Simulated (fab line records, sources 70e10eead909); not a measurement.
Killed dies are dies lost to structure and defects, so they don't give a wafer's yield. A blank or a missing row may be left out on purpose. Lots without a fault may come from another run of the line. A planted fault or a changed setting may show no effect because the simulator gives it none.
fab line records | flow nand_harc
record lots=7 wafers=21 last_day=24
route steps=1159 shown A_WL_FILL@817 END@1159
lots that met no fault: from a run of the same line without faults
start_h: hours from the record's first day to the start of the lot's first wafer shown | wait_h: hours since the lot's step before | " the same as in the row above | L1.1+2: a row that stands for several wafers | - no value, or no start given | * or withheld: withheld | < > ~ a bound
route shown NAME@n: a module of which the file shows steps, and the number in the route of the first | usual: mean/standard deviation of fault-free wafers | same: alike in all rows | chamber/n: place in a boat | sites: the reading at each site | _std_site: their standard deviation | _edge_site: outer sites' mean less inner sites' | radius_mm: how far each site lies from the wafer's centre | mask NAME#n: copy n | behind: the tool/chamber that last shaped the wafer | hold: why the lot was held/for how many hours/how that ended | device: the transistor (n, p or np) that didn't switch | end of line: the same wafers' tests at the end of the route | a step without rows: its recipe alone | killed: dies lost to structure and defects at the first sort, not the wafer's yield | map: a wafer's dies, x killed, . not, _ none there
set.NAME: the setting as run; set.NAME@STEP: as run at that earlier step | model.NAME: the simulator's own value behind a step, which no gauge read
lots at some steps of the route; a table a step, a row a wafer
services: from which hour (start_h, from the record's first day; less than 0 if before it) a tool's chamber was out of use, for how many hours, and why
## steps
# step NHARC_A_WL_FILL_STRIP_28
# recipe time_s=1200 temp_c=72.5 chemistry=post_etch_residue_remover
# step NHARC_A_WL_FILL_PRECLEAN_06
# recipe time_s=300 chemistry=DIW
# step NHARC_A_WL_FILL_SRD_07
# step NHARC_A_WL_FILL_ANNEAL_08
# recipe temp_c=450 time_s=1800
# step NHARC_A_WL_FILL_ALD_10
# recipe target_thk_a=500 pulse_time_s=10 ald_cycles=500 temp_c=300 material=SiO2
# usual heater_power_w=489/30 precursor_pulse_height_rel=0.997/0.02 susceptor_temp_C=299.99/0.18
# columns lot.wafer tool chamber start_h wait_h heater_power_w precursor_pulse_height_rel susceptor_temp_C
L937.2 ald_hk-03 0 358.22 0.6 513 1.001 299.95
L937.4 " 1 " " 485 0.984 299.87
L937.6 " 0 360.32 2.7 515 1.037 300.02
L940.4 ald_hk-01 0 362.23 1.2 570 0.994 299.98
L940.1 " 1 363.25 2.2 457 1.014 299.74
L940.2 " 3 365.29 4.2 514 0.999 299.81
L945.1 ald_hk-04 2 404.34 0.1 480 0.983 299.99
L945.3 " 1 405.87 1.6 440 0.982 300.10
L945.5 " 3 406.89 2.6 494 1.013 299.65
L946.1 ald_hk-03 0 416.34 0.1 484 0.978 300.09
L946.2 " 2 417.36 1.1 455 1.024 299.86
L946.3 " 3 " " 468 1.003 299.81
L947.1 ald_hk-04 3 416.86 0.6 494 1.010 300.19
L947.3 " 1 417.91 1.6 446 1.019 300.07
L947.5 " 2 " " 479 1.006 299.91
L957.2 ald_hk-03 3 472.13 0.1 477 1.010 300.05
L957.4 " 1 473.17 1.1 479 0.980 299.95
L957.1 " 2 " " 464 0.998 299.89
L958.3 ald_hk-04 0 485.31 1.6 528 0.981 299.75
L958.6 " 1 " " 454 1.018 299.93
L958.5 " 2 " " 482 1.031 299.77
# step NHARC_A_WL_FILL_ETCHBACK_16
# recipe target_depth_a=880 time_s=17.6 c4f8_flow_sccm=withheld o2_flow_sccm=8 ar_flow_sccm=withheld rf_w=600 bias_w=800 chemistry=C4F8/O2/Ar
# usual bias_w=800.2/2.3 chamber_pressure_mTorr=25.000/0.02 oes_product_au=0.986/0.028 rf_vpp_V=723/4.4
# same time_s=17.6
# columns lot.wafer tool chamber start_h wait_h bias_w chamber_pressure_mTorr oes_product_au rf_hours_counter_h rf_vpp_V
L937.4 rie_diel-13 0 - - 799.2 24.976 0.997 3.2 719
L937.2 " 1 " " 799.5 24.944 0.991 3.2 722
L937.6 " 3 " " 801.7 24.998 0.999 - 719
L940.4 rie_diel-13 3 - - 803.1 24.991 1.001 3.5 719
L940.1 " 0 " " 804.0 24.989 1.006 3.3 719
L940.2 " 2 " " 801.4 25.007 0.991 3.0 730
L945.1 rie_diel-02 1 - - 799.3 25.050 1.007 1.6 722
L945.3 " 0 " " 802.7 25.005 0.992 1.7 720
L945.5 " 1 " " 800.8 25.013 1.016 - 722
L946.1 rie_diel-02 2 - - 800.4 24.970 0.994 2.0 727
L946.3 " 3 " " 802.2 24.990 0.982 1.5 724
L946.2 " 1 " " 801.7 24.962 1.001 1.9 723
L947.1 rie_diel-13 0 - - 799.5 24.975 0.918 5.0 718
L947.3 " 1 " " 797.9 24.995 0.933 4.8 723
L947.5 " 0 " " 799.5 25.012 0.921 - 718
L957.1 rie_diel-08 1 - - 795.7 24.999 1.012 9.8 726
L957.2 " 2 " " 802.2 24.992 1.015 10.4 731
L957.4 " 3 " " 800.2 24.986 1.014 - 716
L958.3 rie_diel-02 2 - - 799.0 25.023 0.938 3.9 730
L958.5 " 3 " " 801.7 25.024 0.938 - 723
L958.6 " 0 " " 802.9 25.013 0.926 - 721
# step NHARC_A_WL_FILL_STRIP_29
# recipe time_s=20 o2_flow_sccm=500 ar_flow_sccm=0 bias_w=0 chemistry=O2
# usual drypump_motor_current_A=5.8/0.36 oes_product_au=1.001/0.011 rf_vpp_V=57.8/0.83 showerhead_plenum_p_Torr=3.55/0.15 throttle_valve_pct=17.038/0.0088
# same time_s=20
# columns lot.wafer tool chamber start_h wait_h drypump_motor_current_A oes_product_au rf_hours_counter_h rf_vpp_V showerhead_plenum_p_Torr throttle_valve_pct
L937.2 rie_diel-13 3 362.48 0.1 6.1 0.996 3.5 58.0 3.41 17.044
L937.4 " 1 " " 6.5 1.003 3.2 58.9 3.54 17.047
L937.6 " 3 " " 6.0 1.000 - 58.0 3.41 17.029
L940.2 rie_diel-13 0 370.00 0.1 5.6 0.999 3.3 58.4 3.38 17.038
L940.4 " 1 " " 6.5 0.990 3.3 57.5 3.54 17.025
L940.1 " 2 " " 5.8 0.973 3.0 57.6 3.76 17.051
L945.3 rie_diel-02 3 409.05 0.1 5.9 0.993 1.3 58.1 3.55 17.040
L945.1 " 0 " " 5.8 0.990 1.7 56.2 3.44 17.033
L945.5 " 3 " " 6.0 0.999 - 56.0 3.55 17.048
L946.3 rie_diel-02 3 421.05 0.1 5.9 1.002 1.5 58.2 3.55 17.028
L946.2 " 0 " " 5.8 1.002 2.0 58.0 3.44 17.045
L946.1 " 1 " " 6.4 1.025 1.9 58.4 3.50 17.039
L947.1 rie_diel-13 2 421.12 0.1 5.7 0.968 4.5 58.6 3.76 17.034
L947.3 " 0 " " 5.6 0.992 5.0 57.1 3.38 17.047
L947.5 " 3 " " 6.1 0.994 - 56.3 3.41 17.035
L957.1 rie_diel-08 1 476.89 0.1 5.6 1.013 9.8 59.2 3.60 17.018
L957.2 " 2 " " 5.5 1.013 10.4 59.7 3.76 17.042
L957.4 " 2 " " 5.6 1.011 - 57.2 3.76 17.035
L958.3 rie_diel-02 3 488.50 0.1 5.9 1.001 3.4 58.4 3.55 17.031
L958.6 " 2 " " 5.2 1.008 - 58.8 3.74 17.038
L958.5 " 3 " " 5.9 0.991 - 57.5 3.55 17.031
# step NHARC_A_WL_FILL_ETCHBACK_17
# recipe target_depth_a=40 time_s=26.7 chemistry=Cl2/BCl3
# usual chamber_pressure_mTorr=10.000/0.0093 drypump_motor_current_A=5.6/0.36 oes_product_au=1.003/0.0074
# same time_s=26.7
# columns lot.wafer tool chamber start_h wait_h chamber_pressure_mTorr drypump_motor_current_A oes_product_au rf_hours_counter_h
L937.2 rie_metal-03 0 362.57 - 10.010 6.1 0.997 2.3
L937.4 " 1 " " 10.024 5.4 0.997 -
L937.6 " 0 " " 10.002 6.1 0.994 -
L940.2 rie_metal-01 1 370.08 - 9.995 5.7 1.009 1.0
L940.1 " 0 " " 10.002 5.1 0.993 1.0
L940.4 " 0 " " 10.008 5.1 0.984 -
L945.1 rie_metal-02 0 409.13 - 10.004 5.3 1.005 0.4
L945.3 " 0 " " 10.014 5.3 1.012 -
L945.5 " 1 " " 10.007 5.8 1.004 -
L946.2 rie_metal-03 0 421.13 - 9.994 6.1 1.010 3.8
L946.1 " 1 " " 10.012 5.4 1.008 3.8
L946.3 " 1 " " 9.988 5.4 1.009 -
L947.1 rie_metal-02 1 421.20 - 9.998 5.9 1.004 0.7
L947.3 " 1 " " 10.003 5.8 1.004 -
L947.5 " 1 " " 9.994 5.8 0.998 -
L957.1 rie_metal-02 1 476.98 - 9.984 5.9 0.990 2.5
L957.2 " 1 " " 10.005 5.8 0.990 -
L957.4 " 1 " " 9.988 5.8 0.988 -
L958.3 rie_metal-03 0 488.64 - 9.976 6.1 1.010 -
L958.5 " 1 " " 10.005 5.4 1.004 -
L958.6 " 0 " " 9.997 6.1 1.013 -
# step NHARC_A_WL_FILL_PRECLEAN_18
# recipe time_s=30 chemistry=dHF
# step NHARC_A_WL_FILL_SRD_21
# step NHARC_A_WL_FILL_CVD_23
# recipe target_thk_a=400 temp_c=620 pressure_mtorr=200 time_s=800 material=poly-Si
# step NHARC_A_WL_FILL_ETCHBACK_26
# recipe target_depth_a=520 time_s=13.3 hbr_flow_sccm=150 rf_w=350 icp_w=350 bias_w=60 chemistry=HBr
# usual bias_w=60.00/0.17 chamber_pressure_mTorr=15.001/0.015 drypump_motor_current_A=5.9/0.47 oes_product_au=0.994/0.011 throttle_valve_pct=23.267/0.0089 time_s=13.3/0
# columns lot.wafer tool chamber start_h wait_h bias_w chamber_pressure_mTorr drypump_motor_current_A oes_product_au rf_hours_counter_h throttle_valve_pct time_s
L937.4 rie_si-03 0 367.98 0.4 59.80 15.014 6.5 1.010 0.2 23.255 13.3
L937.2 " 1 " " 59.78 14.995 5.0 0.997 0.2 23.278 13.3
L937.6 " 2 " " 59.85 14.984 5.8 0.988 - 23.267 13.3
L940.4 rie_si-02 3 375.30 0.4 59.74 14.994 5.4 0.987 1.2 23.267 13.3
L940.2 " 0 " " 60.10 15.009 6.6 1.012 1.2 23.274 13.3
L940.1 " 1 " " 60.02 15.031 5.9 0.992 1.1 23.275 13.3
L945.1 rie_si-01 3 414.51 0.4 - - - - - - -
L945.3 " 0 " " - - - - - - -
L945.5 " 0 " " - - - - - - -
L947.1 rie_si-01 2 426.73 0.4 - - - - - - -
L947.3 " 0 " " - - - - - - -
L947.5 " 2 " " - - - - - - -
L946.2 rie_si-03 0 426.73 0.4 - - - - - - -
L946.3 " 1 " " - - - - - - -
L946.1 " 2 " " - - - - - - -
L957.2 rie_si-02 1 482.17 0.4 59.91 15.018 5.9 0.995 0.7 23.260 13.3
L957.1 " 2 " " 60.20 14.985 6.0 0.996 0.7 23.261 13.3
L957.4 " 3 " " 59.98 15.013 5.3 0.975 0.8 23.252 13.3
L958.3 rie_si-01 3 493.80 0.4 60.33 15.034 6.2 1.006 0 23.249 13.3
L958.5 " 2 " " 60.24 14.994 5.6 0.981 - 23.275 13.3
L958.6 " 3 " " 60.32 15.004 6.2 0.996 - 23.271 13.3
# step NHARC_A_WL_FILL_PRECLEAN_30
# recipe time_s=10 chemistry=dHF
# step NHARC_END_SORT_01
# recipe temp_c=25
# usual killed_at_array=29/11 killed_at_other=0.7/1.1 killed_at_periphery=2.9/2.2 killed_dies=33/11 killed_open=3.1/1.8 killed_short=1.9/1.4
# same gross_dies=677
# columns lot.wafer tool chamber start_h wait_h killed_at_array killed_at_other killed_at_periphery killed_dies killed_open killed_short
L937.2 prober-01 0 449.31 2.8 24 1 5 30 0 2
L937.4 prober-01 0 450.90 3.4 32 1 6 39 4 3
L937.6 prober-01 0 452.49 4.0 31 0 2 33 0 1
L945.1 prober-01 0 496.86 2.5 672 1 4 677 5 2
L945.3 prober-01 0 498.46 3.1 675 2 0 677 3 0
L945.5 prober-01 0 500.06 3.7 674 1 2 677 1 1
L947.1 prober-01 0 505.88 2.5 675 0 2 677 3 2
L947.3 prober-01 0 507.46 3.1 675 1 1 677 1 2
L947.5 prober-01 0 509.05 3.7 675 0 2 677 5 1
L946.1 prober-01 0 513.60 2.5 673 1 3 677 3 1
L946.2 prober-01 0 514.39 2.8 676 0 1 677 4 1
L946.3 prober-01 0 515.19 3.1 672 2 3 677 1 0
L957.1 prober-01 0 570.79 2.5 26 0 4 30 6 2
L957.2 prober-01 0 571.61 2.8 36 1 1 38 3 2
L957.4 prober-01 0 573.24 3.5 31 0 1 32 2 3
L958.3 prober-02 0 570.88 3.1 28 5 4 37 2 2
L958.5 prober-02 0 572.50 3.7 39 3 3 45 2 1
L958.6 prober-02 0 573.32 4.1 36 3 2 41 6 5
# killed by level:class
L937.2 A_CHANNEL_HOLE_D1:chamber_film_flake=8 A_SLIT:chamber_film_flake=8 A_CONTACT:chamber_film_flake=4 A_WL_FILL:chamber_film_flake=3 P_CONTACT:geometric_particle:short=2 P_STI:chamber_film_flake=2 P_GATE:chamber_film_flake=1 A_BLC:chamber_film_flake=1
L937.4 A_CHANNEL_HOLE_D1:chamber_film_flake=12 A_SLIT:chamber_film_flake=11 P_GATE:chamber_film_flake=3 A_WL_FILL:geometric_particle:short=2 A_ZERO_WELL:chamber_film_flake=2 P_CONTACT:geometric_particle:open=1 A_SOURCE_PLATE:geometric_particle:short=1 A_ONON_D1:geometric_particle:open=1
L937.6 A_CHANNEL_HOLE_D1:chamber_film_flake=14 A_SLIT:chamber_film_flake=6 A_WL_FILL:chamber_film_flake=4 A_CONTACT:chamber_film_flake=2 A_BLC:chamber_film_flake=2 A_BLC:geometric_particle:short=1 P_GATE:chamber_film_flake=1 P_CONTACT:chamber_film_flake=1
L945.1 A_WL_FILL:area_etchback=641 A_SLIT:chamber_film_flake=14 A_CHANNEL_HOLE_D1:chamber_film_flake=6 P_M0:geometric_particle:open=2 A_ZERO_WELL:chamber_film_flake=2 A_CONTACT:chamber_film_flake=2 A_ONON_D1:geometric_particle:short=1 A_WL_FILL:geometric_particle:open=1
L945.3 A_WL_FILL:area_etchback=653 A_SLIT:chamber_film_flake=9 A_CONTACT:chamber_film_flake=5 A_STAIRCASE:chamber_film_flake=3 A_CHANNEL_HOLE_D1:chamber_film_flake=2 A_WL_FILL:geometric_particle:open=1 A_M0:geometric_particle:open=1 STARTING-WAFER:geometric_particle:open=1
L945.5 A_WL_FILL:area_etchback=645 A_SLIT:chamber_film_flake=16 A_CHANNEL_HOLE_D1:chamber_film_flake=6 A_CONTACT:chamber_film_flake=3 A_STAIRCASE:chamber_film_flake=2 P_CONTACT:geometric_particle:open=1 A_WL_FILL:geometric_particle:short=1 P_GATE:chamber_film_flake=1
L947.1 A_WL_FILL:area_etchback=646 A_CHANNEL_HOLE_D1:chamber_film_flake=17 A_CHANNEL_FILL_D1:chamber_film_flake=4 A_CONTACT:chamber_film_flake=3 A_CONTACT:geometric_particle:open=2 P_CONTACT:geometric_particle:short=1 A_CHANNEL_FILL_D1:geometric_particle:short=1 A_BLC:geometric_particle:open=1
L947.3 A_WL_FILL:area_etchback=655 A_CHANNEL_HOLE_D1:chamber_film_flake=15 A_STAIRCASE:chamber_film_flake=2 P_M0:geometric_particle:short=1 A_CHANNEL_FILL_D1:geometric_particle:short=1 A_M0:geometric_particle:open=1 A_CONTACT:chamber_film_flake=1 THIN_TSV:chamber_film_flake=1
L947.5 A_WL_FILL:area_etchback=648 A_CHANNEL_HOLE_D1:chamber_film_flake=17 A_CONTACT:chamber_film_flake=4 A_CONTACT:geometric_particle:open=2 P_M0:geometric_particle:short=1 A_SOURCE_PLATE:geometric_particle:open=1 A_CHANNEL_HOLE_D1:geometric_particle:open=1 A_M0:geometric_particle:open=1
L946.1 A_WL_FILL:area_etchback=640 A_SLIT:chamber_film_flake=15 A_CONTACT:chamber_film_flake=5 A_ZERO_WELL:chamber_film_flake=3 A_SGD_CUT:chamber_film_flake=3 A_CHANNEL_HOLE_D1:chamber_film_flake=3 A_CHANNEL_FILL_D1:chamber_film_flake=2 P_GATE:geometric_particle:open=1
L946.2 A_WL_FILL:area_etchback=655 A_SLIT:chamber_film_flake=8 A_CONTACT:chamber_film_flake=3 A_M0:geometric_particle:open=2 A_CHANNEL_HOLE_D1:chamber_film_flake=2 A_SGD_CUT:chamber_film_flake=2 P_GATE:geometric_particle:open=1 A_CONTACT:geometric_particle:open=1
L946.3 A_WL_FILL:area_etchback=642 A_SLIT:chamber_film_flake=9 A_CHANNEL_HOLE_D1:chamber_film_flake=6 A_SGD_CUT:chamber_film_flake=6 A_CONTACT:chamber_film_flake=6 A_STAIRCASE:chamber_film_flake=2 THIN_TSV:chamber_film_flake=2 P_CONTACT:geometric_particle:open=1
L957.1 A_SLIT:chamber_film_flake=15 A_STAIRCASE:chamber_film_flake=4 P_CONTACT:geometric_particle:open=2 A_M0:geometric_particle:open=2 P_CONTACT:geometric_particle:short=1 A_ONON_D1:geometric_particle:open=1 A_WL_FILL:geometric_particle:short=1 A_CONTACT:geometric_particle:open=1
L958.3 A_SLIT:chamber_film_flake=18 A_CHANNEL_HOLE_D1:chamber_film_flake=6 HYBRID_BOND:chamber_film_flake=4 A_WL_FILL:chamber_film_flake=2 P_STI:geometric_particle:short=1 P_GATE:geometric_particle:open=1 P_M0:geometric_particle:short=1 A_WL_FILL:geometric_particle:open=1
L957.2 A_SLIT:chamber_film_flake=19 A_CHANNEL_HOLE_D1:chamber_film_flake=5 A_STAIRCASE:chamber_film_flake=5 A_CONTACT:chamber_film_flake=3 P_GATE:geometric_particle:open=1 A_CHANNEL_FILL_D1:geometric_particle:short=1 A_WL_FILL:geometric_particle:short=1 A_CONTACT:geometric_particle:open=1
L958.5 A_SLIT:chamber_film_flake=17 A_CHANNEL_HOLE_D1:chamber_film_flake=9 A_WL_FILL:chamber_film_flake=5 A_STAIRCASE:chamber_film_flake=3 A_CONTACT:chamber_film_flake=2 HYBRID_BOND:chamber_film_flake=2 P_CONTACT:geometric_particle:open=1 A_CHANNEL_FILL_D1:geometric_particle:open=1
L957.4 A_SLIT:chamber_film_flake=17 A_CHANNEL_HOLE_D1:chamber_film_flake=3 A_STAIRCASE:chamber_film_flake=3 A_CONTACT:chamber_film_flake=3 A_WL_FILL:geometric_particle:short=2 A_CHANNEL_FILL_D1:geometric_particle:short=1 A_CHANNEL_FILL_D1:geometric_particle:open=1 A_CONTACT:geometric_particle:open=1
L958.6 A_SLIT:chamber_film_flake=16 A_CHANNEL_HOLE_D1:chamber_film_flake=8 HYBRID_BOND:chamber_film_flake=3 A_ONON_D1:geometric_particle:open=2 P_CONTACT:geometric_particle:open=1 P_M0:geometric_particle:open=1 A_SGD_CUT:geometric_particle:short=1 A_WL_FILL:geometric_particle:short=1
# map L945.1 (x killed, . not)
____________x____________
_________xxxxxxx_________
_______xxxxxxxxxxx_______
______xxxxxxxxxxxxx______
_____xxxxxxxxxxxxxxx_____
____xxxxxxxxxxxxxxxxx____
____xxxxxxxxxxxxxxxxx____
___xxxxxxxxxxxxxxxxxxx___
___xxxxxxxxxxxxxxxxxxx___
__xxxxxxxxxxxxxxxxxxxxx__
__xxxxxxxxxxxxxxxxxxxxx__
_xxxxxxxxxxxxxxxxxxxxxxx_
_xxxxxxxxxxxxxxxxxxxxxxx_
_xxxxxxxxxxxxxxxxxxxxxxx_
_xxxxxxxxxxxxxxxxxxxxxxx_
_xxxxxxxxxxxxxxxxxxxxxxx_
xxxxxxxxxxxxxxxxxxxxxxxxx
xxxxxxxxxxxxxxxxxxxxxxxxx
xxxxxxxxxxxxxxxxxxxxxxxxx
xxxxxxxxxxxxxxxxxxxxxxxxx
xxxxxxxxxxxxxxxxxxxxxxxxx
_xxxxxxxxxxxxxxxxxxxxxxx_
_xxxxxxxxxxxxxxxxxxxxxxx_
_xxxxxxxxxxxxxxxxxxxxxxx_
_xxxxxxxxxxxxxxxxxxxxxxx_
_xxxxxxxxxxxxxxxxxxxxxxx_
__xxxxxxxxxxxxxxxxxxxxx__
__xxxxxxxxxxxxxxxxxxxxx__
___xxxxxxxxxxxxxxxxxxx___
___xxxxxxxxxxxxxxxxxxx___
____xxxxxxxxxxxxxxxxx____
____xxxxxxxxxxxxxxxxx____
_____xxxxxxxxxxxxxxx_____
______xxxxxxxxxxxxx______
_______xxxxxxxxxxx_______
_________xxxxxxx_________
____________x____________
# map L946.1 (x killed, . not)
____________x____________
_________xxxxxxx_________
_______xxxxxxxxxxx_______
______xxxxxxxxxxxxx______
_____xxxxxxxxxxxxxxx_____
____xxxxxxxxxxxxxxxxx____
____xxxxxxxxxxxxxxxxx____
___xxxxxxxxxxxxxxxxxxx___
___xxxxxxxxxxxxxxxxxxx___
__xxxxxxxxxxxxxxxxxxxxx__
__xxxxxxxxxxxxxxxxxxxxx__
_xxxxxxxxxxxxxxxxxxxxxxx_
_xxxxxxxxxxxxxxxxxxxxxxx_
_xxxxxxxxxxxxxxxxxxxxxxx_
_xxxxxxxxxxxxxxxxxxxxxxx_
_xxxxxxxxxxxxxxxxxxxxxxx_
xxxxxxxxxxxxxxxxxxxxxxxxx
xxxxxxxxxxxxxxxxxxxxxxxxx
xxxxxxxxxxxxxxxxxxxxxxxxx
xxxxxxxxxxxxxxxxxxxxxxxxx
xxxxxxxxxxxxxxxxxxxxxxxxx
_xxxxxxxxxxxxxxxxxxxxxxx_
_xxxxxxxxxxxxxxxxxxxxxxx_
_xxxxxxxxxxxxxxxxxxxxxxx_
_xxxxxxxxxxxxxxxxxxxxxxx_
_xxxxxxxxxxxxxxxxxxxxxxx_
__xxxxxxxxxxxxxxxxxxxxx__
__xxxxxxxxxxxxxxxxxxxxx__
___xxxxxxxxxxxxxxxxxxx___
___xxxxxxxxxxxxxxxxxxx___
____xxxxxxxxxxxxxxxxx____
____xxxxxxxxxxxxxxxxx____
_____xxxxxxxxxxxxxxx_____
______xxxxxxxxxxxxx______
_______xxxxxxxxxxx_______
_________xxxxxxx_________
____________x____________
## services
# columns tool chamber start_h hours kind
rie_si-01 2 335.87 7.2 repair
rie_diel-02 0 336.72 - clean
rie_diel-13 2 347.70 10.1 repair
rie_diel-02 1 351.69 7.3 repair
ald_hk-04 - 365.11 10.0 pm
rie_si-01 1 370.01 5.2 repair
rie_metal-01 1 372.52 34.5 repair
rie_diel-13 1 383.98 3.9 repair
rie_metal-02 - 388.00 9.0 pm
rie_si-02 - 388.00 9.0 pm
ald_hk-01 - 411.96 10.0 pm
rie_diel-02 1 413.95 6.9 repair
rie_si-02 0 415.28 5.0 repair
rie_si-03 1 451.65 7.5 repair
rie_diel-13 - 453.00 9.0 pm
rie_metal-03 - 453.00 9.0 pm
rie_diel-02 0 462.37 1.8 repair
rie_diel-08 0 464.12 8.6 repair
rie_si-03 2 473.76 10.0 repair
rie_metal-02 0 474.92 2.3 repair
rie_diel-08 0 475.52 3.8 repair
rie_diel-08 - 478.80 9.0 pm
rie_si-01 - 481.00 9.0 pm
rie_si-03 3 485.02 5.3 repair
## key
first_sign step=NHARC_A_WL_FILL_ETCHBACK_26 reading=tool_record direction=missing
effect step=NHARC_END_SORT_01 reading=killed_dies direction=up sigmas=58 usual=33 struck=677
more_kills_born_at NHARC_A_WL_FILL_ETCHBACK_26@rie_si-01=3888 NHARC_A_WL_FILL_ETCHBACK_26@rie_si-03=1937
met_at NHARC_A_WL_FILL_ETCHBACK_26
struck_wafers L945.1,L945.3,L945.5,L946.1,L946.2,L946.3,L947.1,L947.3,L947.5
later_rows_left_out L945.1,L945.3,L945.5,L946.1,L946.2,L946.3,L947.1,L947.3,L947.5
tester_left_out L945,L946,L947
onset_between 367.98 414.51
fault kind=skipped_step_whole tool=rie_si-01,rie_si-03 chamber=- onset_h=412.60 steps=NHARC_A_WL_FILL_ETCHBACK_26 scope=struck_lots_only
# tester_left_out: of these lots the tester's yield and bins aren't shown, on N5 and GAA mostly nor the transistor test; their killed dies are dies lost to structure and defects alone, not to doping, threshold or leakage, so they don't give the yield
# later_rows_left_out: the simulator's readings of these wafers behind a module that went badly wrong aren't trusted and aren't shown, but for the sort
